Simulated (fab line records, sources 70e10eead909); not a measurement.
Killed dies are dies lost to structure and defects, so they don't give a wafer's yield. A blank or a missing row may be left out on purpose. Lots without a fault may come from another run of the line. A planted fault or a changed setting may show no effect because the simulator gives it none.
fab line records | flow nand_harc
record lots=15 wafers=45 last_day=34
route steps=1302 shown A_STAIRCASE@671
lots that met no fault: from a run of the same line without faults
start_h: hours from the record's first day to the start of the lot's first wafer shown | wait_h: hours since the lot's step before | " the same as in the row above | L1.1+2: a row that stands for several wafers | - no value, or no start given | * or withheld: withheld | < > ~ a bound
route shown NAME@n: a module of which the file shows steps, and the number in the route of the first | usual: mean/standard deviation of fault-free wafers | same: alike in all rows | chamber/n: place in a boat | sites: the reading at each site | _std_site: their standard deviation | _edge_site: outer sites' mean less inner sites' | radius_mm: how far each site lies from the wafer's centre | mask NAME#n: copy n | behind: the tool/chamber that last shaped the wafer | hold: why the lot was held/for how many hours/how that ended | device: the transistor (n, p or np) that didn't switch | end of line: the same wafers' tests at the end of the route | a step without rows: its recipe alone | killed: dies lost to structure and defects at the first sort, not the wafer's yield | map: a wafer's dies, x killed, . not, _ none there
set.NAME: the setting as run; set.NAME@STEP: as run at that earlier step | model.NAME: the simulator's own value behind a step, which no gauge read
steps of the route over a sample of lots; a table a step, a row a wafer
services: from which hour (start_h, from the record's first day; less than 0 if before it) a tool's chamber was out of use, for how many hours, and why
## steps
# step NHARC_A_STAIRCASE_ETCH_15
# recipe target_depth_a=1000 time_s=40.5 ion_energy_ev=400 c4f8_flow_sccm=20 o2_flow_sccm=10 ar_flow_sccm=withheld rf_w=600 bias_w=1000 chemistry=C4F8/O2
# usual oes_product_au=0.945/0.013 rf_vpp_V=897/6.2
# columns lot.wafer tool chamber start_h wait_h oes_product_au rf_hours_counter_h rf_vpp_V
L632.1 rie_diel-03 2 - - 0.943 21 887
L632.2 " 0 " " 0.945 19 893
L632.6 " 1 " " 0.933 - 900
L633.4 rie_diel-07 1 - - 0.943 21 886
L633.2 " 2 " " 0.976 22 901
L633.5 " 1 " " 0.936 - 889
L634.3 rie_diel-03 3 - - 0.954 29 894
L634.1 " 2 " " 0.950 23 887
L634.6 " 3 " " 0.966 - 896
L635.4 rie_diel-07 1 - - 0.940 28 888
L635.3 " 3 " " 0.965 26 903
L635.6 " 1 " " 0.947 - 888
L637.4 rie_diel-01 0 - - 0.934 6 902
L637.3 " 2 " " 0.948 8 888
L637.5 " 1 " " 0.936 - 895
L638.1 rie_diel-03 1 - - 0.941 43 899
L638.2 " 2 " " 0.965 36 888
L638.6 " 1 " " 0.950 - 900
L639.1 rie_diel-03 1 - - 0.951 45 898
L639.2 " 2 " " 0.942 38 887
L639.6 " 1 " " 0.945 - 900
L640.4 rie_diel-01 2 - - 0.942 23 888
L640.3 " 3 " " 0.940 22 890
L640.5 " 0 " " 0.944 - 902
L646.4 rie_diel-01 3 - - 0.952 38 888
L646.2 " 1 " " 0.953 36 894
L646.6 " 0 " " 0.946 - 904
L647.3 rie_diel-07 2 - - 0.935 11 898
L647.1 " 0 " " 0.922 11 903
L647.6 " 2 " " 0.944 - 899
L648.2 rie_diel-01 0 - - 0.950 43 902
L648.1 " 3 " " 0.958 47 890
L648.5 " 0 " " 0.941 - 904
L649.3 rie_diel-03 2 - - 0.936 24 907
L649.1 " 3 " " 0.967 20 894
L649.6 " 2 " " 0.929 - 905
L652.3 rie_diel-03 1 - - 0.945 26 898
L652.1 " 2 " " 0.928 35 906
L652.6 " 1 " " 0.945 - 899
L653.2 rie_diel-03 1 - - 0.943 34 899
L653.4 " 2 " " 0.931 42 905
L653.6 " 0 " " 0.941 - 893
L654.1 rie_diel-01 1 - - 0.940 10 894
L654.3 " 3 " " 0.930 6 890
L654.5 " 2 " " 0.948 - 905
# step NHARC_A_STAIRCASE_ETCH_17
# recipe target_depth_a=1000 time_s=40.5 ion_energy_ev=400 c4f8_flow_sccm=20 o2_flow_sccm=10 ar_flow_sccm=withheld rf_w=600 bias_w=1000 chemistry=C4F8/O2
# usual oes_product_au=0.946/0.013 rf_vpp_V=896/6.4
# columns lot.wafer tool chamber start_h wait_h oes_product_au rf_hours_counter_h rf_vpp_V
L632.1 rie_diel-03 2 - - 0.952 21 887
L632.2 " 3 " " 0.947 21 895
L632.6 " 1 " " 0.941 - 901
L633.2 rie_diel-07 0 - - 0.947 18 902
L633.4 " 1 " " 0.955 21 886
L633.5 " 2 " " 0.967 - 900
L634.3 rie_diel-03 2 - - 0.948 23 886
L634.1 " 3 " " 0.975 29 895
L634.6 " 1 " " 0.940 - 899
L635.4 rie_diel-07 3 - - 0.957 26 902
L635.3 " 0 " " 0.936 25 904
L635.6 " 3 " " 0.959 - 903
L637.4 rie_diel-01 1 - - 0.950 6 895
L637.3 " 0 " " 0.949 6 903
L637.5 " 2 " " 0.948 - 887
L638.2 rie_diel-03 3 - - 0.967 41 895
L638.1 " 1 " " 0.938 43 900
L638.6 " 3 " " 0.964 - 896
L639.1 rie_diel-03 1 - - 0.948 45 899
L639.2 " 3 " " 0.948 42 895
L639.6 " 1 " " 0.944 - 899
L640.3 rie_diel-01 1 - - 0.960 21 892
L640.4 " 3 " " 0.928 22 891
L640.5 " 0 " " 0.949 - 903
L646.2 rie_diel-01 3 - - 0.947 39 891
L646.4 " 0 " " 0.938 36 904
L646.6 " 0 " " 0.928 - 904
L647.3 rie_diel-07 0 - - 0.927 11 904
L647.1 " 1 " " 0.936 12 888
L647.6 " 2 " " 0.968 - 899
L648.1 rie_diel-01 3 - - 0.931 47 889
L648.2 " 0 " " 0.937 44 903
L648.5 " 3 " " 0.943 - 889
L649.3 rie_diel-03 1 - - 0.953 18 899
L649.1 " 0 " " 0.945 23 894
L649.6 " 1 " " 0.943 - 899
L652.3 rie_diel-03 3 - - 0.958 31 894
L652.1 " 0 " " 0.946 30 893
L652.6 " 3 " " 0.958 - 894
L653.2 rie_diel-03 0 - - 0.956 37 894
L653.4 " 1 " " 0.951 35 898
L653.6 " 3 " " 0.966 - 894
L654.3 rie_diel-01 1 - - 0.946 10 892
L654.1 " 0 " " 0.953 10 903
L654.5 " 2 " " 0.925 - 906
# step NHARC_A_STAIRCASE_TRIM_24
# recipe time_s=211.2 o2_flow_sccm=500 ar_flow_sccm=0 bias_w=0 chemistry=O2
# usual drypump_motor_current_A=5.7/0.51 o2_flow_sccm=500.2/1.5 oes_product_au=1.003/0.012 rf_vpp_V=57.8/0.95 showerhead_plenum_p_Torr=3.51/0.16 throttle_valve_pct=17.037/0.0083
# columns lot.wafer tool chamber start_h wait_h drypump_motor_current_A o2_flow_sccm oes_product_au rf_hours_counter_h rf_vpp_V showerhead_plenum_p_Torr throttle_valve_pct
L632.2 rie_diel-01 1 365.76 - 6.1 498.5 0.997 55 57.0 3.49 17.055
L632.1 " 3 " " 5.0 499.2 0.993 56 58.1 3.37 17.044
L632.6 " 2 " " 5.4 498.8 0.994 - 55.5 3.32 17.039
L633.4 rie_diel-07 1 376.17 - 5.5 499.5 1.001 22 57.5 3.31 17.042
L633.2 " 3 " " 5.8 503.6 1.032 21 59.5 3.72 17.037
L633.5 " 1 " " 5.5 500.3 0.997 - 57.9 3.31 17.048
L634.1 rie_diel-01 0 394.78 - 5.1 499.8 0.988 2 58.3 3.74 17.037
L634.3 " 2 " " 5.4 501.2 0.994 1 57.1 3.32 17.039
L634.6 " 0 " " 5.1 499.4 0.998 - 58.6 3.74 17.029
L635.4 rie_diel-03 1 400.82 - 6.3 499.6 0.991 30 56.8 3.64 17.037
L635.3 " 2 " " 6.2 501.4 1.009 25 58.0 3.28 17.034
L635.6 " 0 " " 4.9 500.0 1.008 - 60.0 3.48 17.037
L637.3 rie_diel-03 3 409.88 - 5.8 502.3 1.018 34 56.5 3.49 17.037
L637.4 " 0 " " 4.9 500.6 0.996 32 58.1 3.48 17.043
L637.5 " 2 " " 6.2 499.4 1.007 - 56.9 3.28 17.029
L638.1 rie_diel-03 1 431.01 - 6.3 499.0 1.002 44 58.2 3.63 17.032
L638.2 " 3 " " 5.8 499.3 1.021 41 58.6 3.49 17.030
L638.6 " 0 " " 4.8 500.0 1.206 - 58.1 3.47 17.037
L639.2 rie_diel-03 1 439.03 - 6.3 500.0 1.002 45 58.4 3.63 17.044
L639.1 " 2 " " 6.2 499.1 1.002 38 57.7 3.28 17.032
L639.6 " 1 " " 6.3 500.0 1.195 - 58.0 3.63 17.038
L640.3 rie_diel-03 0 457.79 - 4.8 501.2 1.011 49 57.8 3.47 17.029
L640.4 " 1 " " 6.3 500.4 0.999 - 59.6 3.62 17.041
L640.5 " 2 " " 6.2 500.6 1.202 - 57.4 3.27 17.040
L646.4 rie_diel-01 2 495.31 - 5.5 498.7 1.000 40 57.5 3.30 17.026
L646.2 " 3 " " 4.9 500.9 0.984 39 57.3 3.35 17.026
L646.6 " 1 " " 6.0 497.3 1.010 - 57.6 3.47 17.019
L647.3 rie_diel-03 3 508.49 - 5.9 501.4 1.037 11 57.5 3.48 17.030
L647.1 " 1 " " 6.3 498.7 1.014 11 57.8 3.62 17.033
L647.6 " 3 " " 5.8 499.7 1.042 - 58.8 3.48 17.042
L648.1 rie_diel-03 1 519.06 - 6.3 501.0 1.023 15 58.3 3.61 17.049
L648.2 " 3 " " 5.8 499.3 1.040 17 56.1 3.48 17.031
L648.5 " 1 " " 6.3 500.9 1.019 - 58.2 3.61 17.043
L649.1 rie_diel-01 2 538.70 - 5.4 501.0 1.006 53 56.4 3.29 17.040
L649.3 " 0 " " 5.2 499.4 0.998 47 58.3 3.71 17.041
L649.6 " 2 " " 5.5 501.6 1.003 - 58.0 3.29 17.046
L652.3 rie_diel-03 1 560.73 - 6.3 500.7 1.010 27 58.5 3.61 17.035
L652.1 " 0 " " 4.9 502.2 1.005 30 56.7 3.45 17.037
L652.6 " 1 " " 6.3 501.1 1.004 - 59.4 3.61 17.038
L653.2 rie_diel-03 2 584.06 - 6.2 501.5 0.997 42 56.8 3.78 17.035
L653.4 " 0 " " 4.9 500.3 1.009 38 57.4 3.45 17.035
L653.6 " 1 " " 6.4 497.9 1.012 - 57.4 3.60 17.019
L654.1 rie_diel-07 1 594.74 - 5.5 500.6 1.005 37 58.2 3.28 17.038
L654.3 " 2 " " 5.9 499.7 1.005 42 58.9 3.60 17.022
L654.5 " 1 " " 5.5 502.3 1.002 - 57.0 3.27 17.034
# step NHARC_A_STAIRCASE_ETCH_27
# recipe target_depth_a=1000 time_s=40.5 ion_energy_ev=400 c4f8_flow_sccm=20 o2_flow_sccm=10 ar_flow_sccm=withheld rf_w=600 bias_w=1000 chemistry=C4F8/O2
# usual oes_product_au=0.945/0.013 rf_vpp_V=895/6.2
# columns lot.wafer tool chamber start_h wait_h oes_product_au rf_hours_counter_h rf_vpp_V
L632.1 rie_diel-01 2 - - 0.930 56 888
L632.2 " 1 " " 0.938 56 896
L632.6 " 2 " " 0.940 - 889
L633.4 rie_diel-07 1 - - 0.933 22 888
L633.2 " 2 " " 0.961 23 900
L633.5 " 0 " " 0.928 - 905
L634.3 rie_diel-01 1 - - 0.960 1 893
L634.1 " 2 " " 0.954 1 889
L634.6 " 0 " " 0.937 - 904
L635.3 rie_diel-03 1 - - 0.950 30 900
L635.4 " 2 " " 0.950 25 887
L635.6 " 1 " " 0.958 - 899
L637.4 rie_diel-03 2 - - 0.926 30 885
L637.3 " 3 " " 0.955 34 896
L637.5 " 1 " " 0.936 - 899
L638.2 rie_diel-03 3 - - 0.971 42 895
L638.1 " 1 " " 0.948 44 899
L638.6 " 0 " " 0.950 - 895
L639.2 rie_diel-03 0 - - 0.938 43 895
L639.1 " 2 " " 0.949 38 886
L639.6 " 0 " " 0.955 - 893
L640.3 rie_diel-03 2 - - 0.944 48 887
L640.4 " 0 " " 0.946 - 893
L640.5 " 1 " " 0.954 - 898
L646.4 rie_diel-01 1 - - 0.940 37 894
L646.2 " 2 " " 0.957 40 888
L646.6 " 1 " " 0.946 - 893
L647.1 rie_diel-03 1 - - 0.952 11 899
L647.3 " 0 " " 0.945 16 894
L647.6 " 2 " " 0.929 - 905
L648.1 rie_diel-03 3 - - 0.968 17 894
L648.2 " 1 " " 0.958 15 900
L648.5 " 0 " " 0.935 - 893
L649.3 rie_diel-01 1 - - 0.939 53 893
L649.1 " 0 " " 0.933 49 903
L649.6 " 1 " " 0.946 - 892
L652.1 rie_diel-03 0 - - 0.952 30 892
L652.3 " 1 " " 0.961 27 900
L652.6 " 2 " " 0.938 - 905
L653.2 rie_diel-03 3 - - 0.949 38 894
L653.4 " 2 " " 0.934 43 906
L653.6 " 3 " " 0.949 - 895
L654.1 rie_diel-07 1 - - 0.939 37 887
L654.3 " 2 " " 0.929 42 898
L654.5 " 1 " " 0.940 - 886
## services
# columns tool chamber start_h hours kind
rie_diel-01 0 358.28 6.1 repair
rie_diel-03 0 363.92 - clean
rie_diel-03 1 363.92 - clean
rie_diel-03 2 363.92 - clean
rie_diel-03 3 363.92 - clean
rie_diel-07 - 372.59 1.2 repair
rie_diel-03 2 375.34 13.8 repair
rie_diel-01 - 381.53 9.0 pm
rie_diel-07 3 384.62 2.5 repair
rie_diel-03 0 388.42 - clean
rie_diel-03 1 388.42 - clean
rie_diel-03 3 388.42 - clean
rie_diel-01 3 410.09 2.7 repair
rie_diel-03 0 413.00 - clean
rie_diel-03 1 413.00 - clean
rie_diel-03 2 413.00 - clean
rie_diel-01 0 414.14 6.5 repair
rie_diel-03 3 455.41 17.4 repair
rie_diel-03 - 458.34 9.0 pm
rie_diel-07 - 472.85 9.0 pm
rie_diel-03 1 476.61 8.3 repair
rie_diel-07 1 533.96 17.1 repair
rie_diel-01 - 558.53 9.0 pm
rie_diel-07 3 592.66 15.5 repair
## key
first_sign step=NHARC_A_STAIRCASE_TRIM_24 reading=oes_product_au direction=up sigmas=16 usual=1.003 struck=1.201
effect none on later readings
met_at NHARC_A_STAIRCASE_TRIM_24
struck_lots L638,L639,L640
struck_wafers L638.6,L639.6,L640.5
later_rows_left_out L638.6,L639.6,L640.5
sort_left_out L638.6,L639.6,L640.5
tester_left_out L638,L639,L640
not_acting_at NHARC_A_STAIRCASE_ETCH_15,NHARC_A_STAIRCASE_ETCH_17,NHARC_A_STAIRCASE_ETCH_27
onset_between 409.88 431.01
fault kind=process_parameter_drift tool=rie_diel-03 chamber=- onset_h=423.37 steps=NHARC_A_STAIRCASE_TRIM_24 channel=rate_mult offset=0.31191 shape=step end_h=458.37 scope=struck_wafers_only
# tester_left_out: of these lots the tester's yield and bins aren't shown, on N5 and GAA mostly nor the transistor test; their killed dies are dies lost to structure and defects alone, not to doping, threshold or leakage, so they don't give the yield
# sort_left_out: the simulated sort isn't trusted on such a fault, so these wafers' sort isn't shown, and their yield isn't known
# later_rows_left_out: the simulator's readings of these wafers behind a module that went badly wrong aren't trusted and aren't shown, but for the sort
